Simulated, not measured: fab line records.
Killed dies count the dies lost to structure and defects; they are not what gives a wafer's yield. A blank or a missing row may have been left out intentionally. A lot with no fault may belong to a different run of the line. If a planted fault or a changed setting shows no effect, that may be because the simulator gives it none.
fab line records ; flow nandHarc
record: lots: 12; wafers: 36; lastDay: 24
route steps=1159 shown P_STI@88 P_GATE@172 END@1159
lots with no fault: from the same line, run without faults
startH: the number of hours between the record's first day and the start of the first shown wafer of the lot ; waitH: how many hours have passed since the lot's step before this one ; " as in the row above ; L1.1+2: one row covering several wafers at once ; - no value present, or no start provided ; * or withheld: withheld ; < > ~ a bound
route shown NAME@n: a module of which the file shows steps, and the number in the route of the first ; usual: mean and standard deviation over wafers with no fault ; same: alike in all rows ; chamber/n: place in a boat ; sites: per-site readings ; _std_site: standard deviation of those values ; _edge_site: mean of outer sites minus mean of inner sites ; radiusMm: for every site, how far away it sits from the centre of the wafer ; mask NAME#n: copy n ; behind: the last tool/chamber to shape the wafer ; hold: cause of the lot's hold/its duration in hours/its outcome ; device: the n, p or np transistor that did not switch ; end of line: at the end of the route, the tests of the same wafers ; step lacking rows: just its recipe ; killed: dies that structure and defects cost at the first sort, which is not the same as the wafer's yield ; map: dies across one wafer; x = killed, . = not, _ = none there
set.NAME: the setting as run; set.NAME@STEP: as run at that earlier step ; model.NAME: the simulator's own value behind a step, which no gauge read
the route's steps for a sample of lots (tables are steps, rows are wafers)
services: when a tool's chamber went out of use (startH, in hours from the record's first day, below 0 if earlier), for how many hours, and the reason
== steps ==
step: NHARC_P_STI_ETCH_42
recipe: targetDepthA: 800; overetchA: 240; timeS: 61; ionEnergyEv: 200; n2FlowSccm: 150; h2FlowSccm: 150; arFlowSccm: 0; rfW: 400; biasW: 150; chemistry: N2/H2
usual: drypumpMotorCurrentA: 5.8/0.45; mfcArSccm: 0.006/0.0089; oesProductAu: 0.999/0.012; rfVppV: 430.4/2.8; showerheadPlenumPTorr: 2.04/0.095; throttleValvePct: 14.172/0.0092
lot.wafer;tool;chamber;startH;waitH;drypumpMotorCurrentA;mfcArSccm;oesProductAu;rfHoursCounterH;rfVppV;showerheadPlenumPTorr;throttleValvePct
L456.1;rieDiel-09;2;32.90;0.1;5.9;0.002;1.009;3;434.9;2.18;14.169
L456.2;rieDiel-09;3;32.90;0.1;6.0;0;0.980;2;428.4;1.98;14.168
L456.5;rieDiel-09;2;32.90;0.1;5.9;0.002;1.001;-;434.2;2.18;14.168
L457.2;rieDiel-04;2;42.39;0.1;5.1;0.021;1.005;6;430.6;2.09;14.173
L457.3;rieDiel-04;3;42.39;0.1;6.4;0;1.004;7;428.6;1.99;14.149
L457.5;rieDiel-04;0;42.39;0.1;6.0;0.012;1.001;-;427.6;1.92;14.180
L458.4;rieDiel-04;0;49.84;0.1;6.0;0.012;0.999;7;426.7;1.92;14.188
L458.2;rieDiel-04;1;49.84;0.1;6.1;0;0.993;7;427.8;1.96;14.170
L458.5;rieDiel-04;0;49.84;0.1;6.0;0.012;0.995;-;428.1;1.92;14.165
L459.3;rieDiel-09;1;49.88;0.1;5.0;0.027;0.980;3;434.6;2.21;14.178
L459.4;rieDiel-09;3;49.88;0.1;6.0;0;0.980;3;428.9;1.98;14.176
L459.6;rieDiel-09;0;49.88;0.1;5.3;0;0.995;-;429.9;2.05;14.184
L461.2;rieDiel-01;0;66.44;0.1;6.0;0;1.021;3;434.9;2.19;14.182
L461.3;rieDiel-01;3;66.44;0.1;6.2;0.007;0.987;3;426.4;1.93;14.178
L461.6;rieDiel-01;0;66.44;0.1;6.0;0;1.021;-;434.2;2.19;14.186
L465.3;rieDiel-09;2;92.98;0.1;5.9;0.002;1.003;0;436.5;2.18;14.172
L465.1;rieDiel-09;3;92.98;0.1;6.0;0;0.985;0;429.1;1.98;14.169
L465.5;rieDiel-09;1;92.98;0.1;5.0;0.027;0.971;-;436.4;2.21;14.180
L471.1;rieDiel-09;1;129.43;0.1;5.0;0.027;0.984;1;435.2;2.21;14.171
L471.2;rieDiel-09;2;129.43;0.1;5.9;0.002;0.993;1;434.6;2.18;14.176
L471.5;rieDiel-09;0;129.43;0.1;5.3;0;1.005;-;431.6;2.05;14.183
L472.1;rieDiel-01;3;129.57;0.1;6.3;0.007;0.990;6;427.4;1.92;14.165
L472.3;rieDiel-01;2;129.57;0.1;5.4;0.001;1.007;6;429.4;1.99;14.159
L472.6;rieDiel-01;3;129.57;0.1;6.3;0.007;0.993;-;426.7;1.92;14.167
L475.1;rieDiel-04;0;149.29;0.1;6.0;0.012;1.000;2;426.1;1.92;14.191
L475.2;rieDiel-04;2;149.29;0.1;5.1;0.021;1.021;2;432.6;2.09;14.171
L475.6;rieDiel-04;0;149.29;0.1;6.0;0.012;1.005;-;428.2;1.92;14.179
L476.1;rieDiel-01;1;155.21;0.1;5.4;0.001;1.007;0;430.9;2.07;14.154
L476.4;rieDiel-01;2;155.21;0.1;5.4;0.001;0.982;0;429.1;1.99;14.179
L476.6;rieDiel-01;1;155.21;0.1;5.4;0.001;1.010;-;431.2;2.07;14.157
L477.1;rieDiel-04;1;161.18;0.1;6.2;0;0.991;2;427.3;1.96;14.165
L477.3;rieDiel-04;2;161.18;0.1;5.1;0.021;1.006;2;432.7;2.09;14.170
L477.6;rieDiel-04;1;161.18;0.1;6.1;0;0.993;-;429.9;1.96;14.176
L479.4;rieDiel-01;1;173.52;0.1;5.4;0.001;1.001;1;431.5;2.07;14.184
L479.2;rieDiel-01;2;173.52;0.1;5.4;0.001;0.993;1;427.5;1.99;14.170
L479.6;rieDiel-01;3;173.52;0.1;6.2;0.007;1.007;-;426.1;1.92;14.167
step: NHARC_P_STI_INSPECT_25
usual: rawDefectCount: 213/75
lot.wafer;tool;chamber;startH;waitH;rawDefectCount
L457.2;defectInspect-01;-;65.90;0.4;526
L457.3;defectInspect-01;-;65.90;0.4;182
L457.5;defectInspect-01;-;65.90;0.4;203
L456.1;defectInspect-02;-;65.90;0.4;278
L456.2;defectInspect-02;-;65.90;0.4;253
L456.5;defectInspect-02;-;65.90;0.4;295
L458.2;defectInspect-02;-;81.60;0.4;118
L458.4;defectInspect-02;-;81.60;0.4;112
L458.5;defectInspect-02;-;81.60;0.4;140
L459.3;defectInspect-01;-;81.61;0.4;179
L459.4;defectInspect-01;-;81.61;0.4;259
L459.6;defectInspect-01;-;81.61;0.4;267
L461.2;defectInspect-01;-;97.04;0.4;386
L461.3;defectInspect-01;-;97.04;0.4;262
L461.6;defectInspect-01;-;97.04;0.4;203
L465.1;defectInspect-01;-;118.15;0.4;123
L465.3;defectInspect-01;-;118.15;0.4;377
L465.5;defectInspect-01;-;118.15;0.4;155
L472.1;defectInspect-01;-;157.81;0.4;191
L472.3;defectInspect-01;-;157.81;0.4;291
L472.6;defectInspect-01;-;157.81;0.4;96
L471.1;defectInspect-02;-;157.81;0.4;193
L471.2;defectInspect-02;-;157.81;0.4;163
L471.5;defectInspect-02;-;157.81;0.4;214
L475.1;defectInspect-02;-;175.63;0.4;155
L475.2;defectInspect-02;-;175.63;0.4;229
L475.6;defectInspect-02;-;175.63;0.4;219
L477.1;defectInspect-02;-;187.04;0.4;115
L477.3;defectInspect-02;-;187.04;0.4;224
L477.6;defectInspect-02;-;187.04;0.4;196
L476.1;defectInspect-02;-;187.04;0.4;218
L476.4;defectInspect-02;-;187.04;0.4;155
L476.6;defectInspect-02;-;187.04;0.4;179
L479.2;defectInspect-02;-;197.90;0.4;158
L479.4;defectInspect-02;-;197.90;0.4;251
L479.6;defectInspect-02;-;197.90;0.4;231
step: NHARC_P_GATE_DESCUM_48
recipe: timeS: 3; o2FlowSccm: 200; arFlowSccm: 0; biasPowerW: 0; chemistry: O2
usual: drypumpMotorCurrentA: 5.9/0.39; mfcArSccm: 0.009/0.013; oesProductAu: 0.995/0.013; rfVppV: 57.7/0.91; showerheadPlenumPTorr: 1.91/0.11; throttleValvePct: 11.312/0.0089
lot.wafer;tool;chamber;startH;waitH;drypumpMotorCurrentA;mfcArSccm;oesProductAu;rfHoursCounterH;rfVppV;showerheadPlenumPTorr;throttleValvePct
L456.2;rieDiel-11;0;100.13;-;5.8;0.015;0.991;27;56.9;1.84;11.329
L456.1;rieDiel-11;2;100.13;-;6.1;0.001;1.014;26;55.0;1.78;11.308
L456.5;rieDiel-11;0;100.13;-;5.8;0.015;1.005;-;58.1;1.84;11.312
L457.3;rieDiel-12;2;102.05;-;5.4;0;0.998;27;57.2;1.83;11.319
L457.2;rieDiel-12;3;102.05;-;5.5;0;0.985;26;58.3;2.00;11.324
L457.5;rieDiel-12;1;102.05;-;6.0;0.043;1.003;-;57.5;1.78;11.315
L458.4;rieDiel-11;2;115.89;-;6.1;0.001;1.025;31;56.4;1.77;11.302
L458.2;rieDiel-11;3;115.89;-;6.6;0;0.985;30;59.1;1.81;11.311
L458.5;rieDiel-11;0;115.89;-;5.8;0.015;1.003;-;57.9;1.84;11.296
L459.4;rieDiel-03;3;116.04;-;6.7;0;0.961;14;57.5;1.87;11.316
L459.3;rieDiel-03;0;116.04;-;5.9;0.008;0.984;14;57.6;1.91;11.309
L459.6;rieDiel-03;2;116.04;-;5.5;0.020;0.977;-;57.3;2.03;11.302
L461.3;rieDiel-11;0;133.42;-;5.8;0.015;1.009;38;58.0;1.84;11.312
L461.2;rieDiel-11;1;133.42;-;5.7;0;1.013;28;57.4;2.07;11.307
L461.6;rieDiel-11;3;133.42;-;6.6;0;0.982;-;57.6;1.81;11.306
L465.1;rieDiel-11;1;152.45;-;5.7;0;0.994;33;57.5;2.06;11.305
L465.3;rieDiel-11;3;152.45;-;6.6;0;0.988;43;58.7;1.81;11.309
L465.5;rieDiel-11;1;152.45;-;5.7;0;1.002;-;58.8;2.06;11.313
L471.2;rieDiel-12;3;194.55;-;5.5;0;0.997;62;57.0;1.99;11.300
L471.1;rieDiel-12;0;194.55;-;6.1;0.011;1.004;61;57.8;2.00;11.309
L471.5;rieDiel-12;3;194.55;-;5.5;0;0.990;-;58.3;1.99;11.320
L472.1;rieDiel-12;0;194.69;-;6.1;0.011;0.998;61;57.5;2.00;11.313
L472.3;rieDiel-12;2;194.69;-;5.3;0;0.986;63;57.6;1.82;11.293
L472.6;rieDiel-12;0;194.69;-;6.1;0.011;0.997;-;58.1;2.00;11.313
L475.1;rieDiel-03;2;210.09;-;5.5;0.020;0.995;32;58.6;2.02;11.305
L475.2;rieDiel-03;0;210.09;-;5.9;0.008;0.996;33;56.7;1.91;11.305
L475.6;rieDiel-03;2;210.09;-;5.5;0.020;0.996;-;57.9;2.02;11.311
L477.3;rieDiel-12;3;224.10;-;5.5;0;1.021;6;59.0;1.98;11.311
L477.1;rieDiel-12;0;224.10;-;6.1;0.011;0.988;6;57.1;2.00;11.298
L477.6;rieDiel-12;1;224.10;-;6.0;0.043;0.994;-;57.2;2.07;11.308
L476.4;rieDiel-11;0;224.46;-;5.8;0.015;0.993;13;57.3;1.82;11.304
L476.1;rieDiel-11;3;224.46;-;6.6;0;0.997;13;57.7;1.80;11.307
L476.6;rieDiel-11;0;224.46;-;5.8;0.015;0.992;-;57.5;1.82;11.305
L479.4;rieDiel-12;0;233.72;-;6.1;0.011;0.975;8;57.9;2.00;11.330
L479.2;rieDiel-12;2;233.72;-;5.3;0;0.987;8;58.9;1.82;11.300
L479.6;rieDiel-12;1;233.72;-;5.9;0.043;0.995;-;59.1;2.07;11.280
step: NHARC_P_GATE_STRIP_67
recipe: timeS: 600; tempC: 130; chemistry: SPM
usual: bathGuardTempC: 130.1/0.49; runLengthS: 603.0/0.85
lot.wafer;tool;chamber;startH;waitH;bathGuardTempC;runLengthS
L456.1;wetBench-01;3;107.17;0.2;130.0;602.2
L456.2;wetBench-01;4;107.17;0.2;130.0;603.5
L456.5;wetBench-01;7;107.17;0.2;130.1;601.5
L457.3;wetBench-07;6;109.72;0.2;129.8;601.6
L457.5;wetBench-07;0;109.72;0.2;130.7;602.2
L457.2;wetBench-07;1;109.72;0.2;130.1;603.1
L458.4;wetBench-07;1;121.73;0.1;130.1;603.0
L458.2;wetBench-07;2;121.73;0.1;130.9;603.3
L458.5;wetBench-07;3;121.73;0.1;130.7;602.8
L459.4;wetBench-02;5;122.51;0.1;129.9;602.7
L459.3;wetBench-02;6;122.51;0.1;130.2;604.0
L459.6;wetBench-02;2;122.51;0.1;129.0;603.1
L461.2;wetBench-07;0;139.77;0.1;130.6;602.3
L461.6;wetBench-07;2;139.77;0.1;130.8;602.6
L461.3;wetBench-07;5;139.77;0.1;130.4;602.9
L465.1;wetBench-01;3;158.64;0.2;129.9;602.4
L465.5;wetBench-01;4;158.64;0.2;130.0;603.3
L465.3;wetBench-01;0;158.64;0.2;129.7;602.2
L471.2;wetBench-07;0;200.66;0.1;131.4;602.8
L471.1;wetBench-07;1;200.66;0.1;130.1;602.6
L471.5;wetBench-07;4;200.66;0.1;130.0;198.6
L472.1;wetBench-02;0;200.92;0.2;129.7;604.8
L472.6;wetBench-02;1;200.92;0.2;129.3;602.4
L472.3;wetBench-02;2;200.92;0.2;129.1;603.2
L475.1;wetBench-02;2;216.09;0.2;129.2;603.1
L475.6;wetBench-02;3;216.09;0.2;129.9;603.5
L475.2;wetBench-02;4;216.09;0.2;130.7;602.5
L477.3;wetBench-01;5;229.90;0.1;130.5;603.4
L477.1;wetBench-01;6;229.90;0.1;130.0;603.2
L477.6;wetBench-01;0;229.90;0.1;129.6;602.5
L476.4;wetBench-01;3;230.75;0.1;130.0;602.6
L476.6;wetBench-01;4;230.75;0.1;129.6;603.4
L476.1;wetBench-01;7;230.75;0.1;130.0;602.8
L479.6;wetBench-01;2;239.74;0.0;130.5;603.7
L479.2;wetBench-01;3;239.74;0.0;129.8;601.9
L479.4;wetBench-01;7;239.74;0.0;129.7;602.2
step: NHARC_END_SORT_01
recipe: tempC: 25
usual: killedAtArray: 25/10; killedAtOther: 0.6/0.91; killedAtPeriphery: 3.6/2.9; killedDies: 29/10; killedOpen: 3.3/2; killedShort: 1.9/1.5
same: grossDies: 677
lot.wafer;tool;chamber;startH;waitH;killedAtArray;killedAtOther;killedAtPeriphery;killedDies;killedOpen;killedShort
L465.1;prober-02;0;499.45;2.5;18;0;12;30;4;2
L465.3;prober-02;0;501.04;3.1;17;0;5;22;2;1
L465.5;prober-02;0;502.64;3.7;16;0;8;24;3;1
L472.1;prober-01;0;532.36;2.5;13;0;10;23;1;0
L472.3;prober-01;0;533.95;3.1;13;0;10;23;1;2
L472.6;prober-01;0;536.34;4.0;15;0;11;26;2;3
killed by level:class
L465.1 A_CHANNEL_HOLE_D1:chamberFilmFlake=7 P_CONTACT:chamberFilmFlake=6 A_STAIRCASE:chamberFilmFlake=4 P_STI:chamberFilmFlake=3 A_WL_FILL:chamberFilmFlake=2 P_M0:geometricParticle:short=1 P_M0:geometricParticle:open=1 A_ONON_D1:geometricParticle:open=1
L465.3 A_CHANNEL_HOLE_D1:chamberFilmFlake=9 P_STI:chamberFilmFlake=4 A_STAIRCASE:chamberFilmFlake=3 A_CONTACT:chamberFilmFlake=2 A_CHANNEL_FILL_D1:geometricParticle:short=1 A_SLIT:geometricParticle:open=1 A_BLC:geometricParticle:open=1 P_CONTACT:chamberFilmFlake=1
L465.5 P_CONTACT:chamberFilmFlake=6 A_CHANNEL_HOLE_D1:chamberFilmFlake=6 A_CHANNEL_FILL_D1:chamberFilmFlake=4 A_WL_FILL:chamberFilmFlake=2 P_GATE:geometricParticle:short=1 A_SGD_CUT:geometricParticle:open=1 A_BLC:geometricParticle:open=1 A_M1:geometricParticle:open=1
L472.1 A_CONTACT:chamberFilmFlake=8 P_ZERO_WELL:chamberFilmFlake=6 A_STAIRCASE:chamberFilmFlake=4 P_GATE:chamberFilmFlake=2 P_CONTACT:geometricParticle:open=1 P_M2:chamberFilmFlake=1 A_CHANNEL_HOLE_D1:chamberFilmFlake=1
L472.3 P_ZERO_WELL:chamberFilmFlake=8 A_CHANNEL_HOLE_D1:chamberFilmFlake=3 A_STAIRCASE:chamberFilmFlake=3 A_ZERO_WELL:chamberFilmFlake=2 A_CONTACT:chamberFilmFlake=2 P_M1:geometricParticle:open=1 A_ONON_D1:geometricParticle:short=1 A_CONTACT:geometricParticle:short=1
L472.6 P_ZERO_WELL:chamberFilmFlake=7 A_CHANNEL_HOLE_D1:chamberFilmFlake=4 A_STAIRCASE:chamberFilmFlake=4 A_CONTACT:chamberFilmFlake=3 P_M0:geometricParticle:open=1 P_M2:geometricParticle:short=1 A_CHANNEL_FILL_D1:geometricParticle:open=1 A_SLIT:geometricParticle:short=1
== services ==
tool;chamber;startH;hours;kind
rieDiel-11;-;12.52;9.0;pm
rieDiel-12;-;25.40;9.0;pm
wetBench-01;-;37.60;8.0;pm
rieDiel-03;-;38.30;9.0;pm
rieDiel-11;3;46.58;5.8;repair
rieDiel-04;2;59.32;3.2;repair
rieDiel-03;2;61.29;9.3;repair
rieDiel-01;-;71.26;0.3;repair
rieDiel-11;1;73.61;14.5;repair
rieDiel-09;-;77.10;9.0;pm
rieDiel-01;1;81.11;5.1;repair
rieDiel-09;0;88.18;7.6;repair
wetBench-07;-;96.00;8.0;pm
rieDiel-11;1;104.11;4.5;repair
rieDiel-04;-;111.90;9.0;pm
rieDiel-09;0;130.18;6.9;repair
rieDiel-01;-;137.80;9.0;pm
rieDiel-11;-;155.07;0.5;repair
wetBench-02;-;180.19;8.0;pm
rieDiel-11;-;189.52;9.0;pm
rieDiel-01;2;194.08;10.1;repair
rieDiel-12;-;202.53;9.0;pm
wetBench-01;-;213.60;8.0;pm
rieDiel-09;3;234.17;12.0;repair
== key ==
firstSign: step: NHARC_P_GATE_STRIP_67; reading: runLengthS; direction: down; sigmas: 99+; usual: *; struck: *
effect none on later readings
metAt NHARC_P_GATE_STRIP_67
struckLots L471
struckWafers L471.5
testerLeftOut L471
notActingAt NHARC_P_STI_ETCH_42,NHARC_P_STI_INSPECT_25,NHARC_P_GATE_DESCUM_48
fault: kind: processParameterDrift; tool: wetBench-07; chamber: 4; onsetH: 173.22; steps: NHARC_P_GATE_STRIP_67; channel: timeS; offset: *; shape: step; endH: 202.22; actsIn: *; stated: *
testerLeftOut: of these lots the tester's yield and bins aren't shown, on N5 and GAA mostly nor the transistor test; their killed dies are dies lost to structure and defects alone, not to doping, threshold or leakage, so they don't give the yield
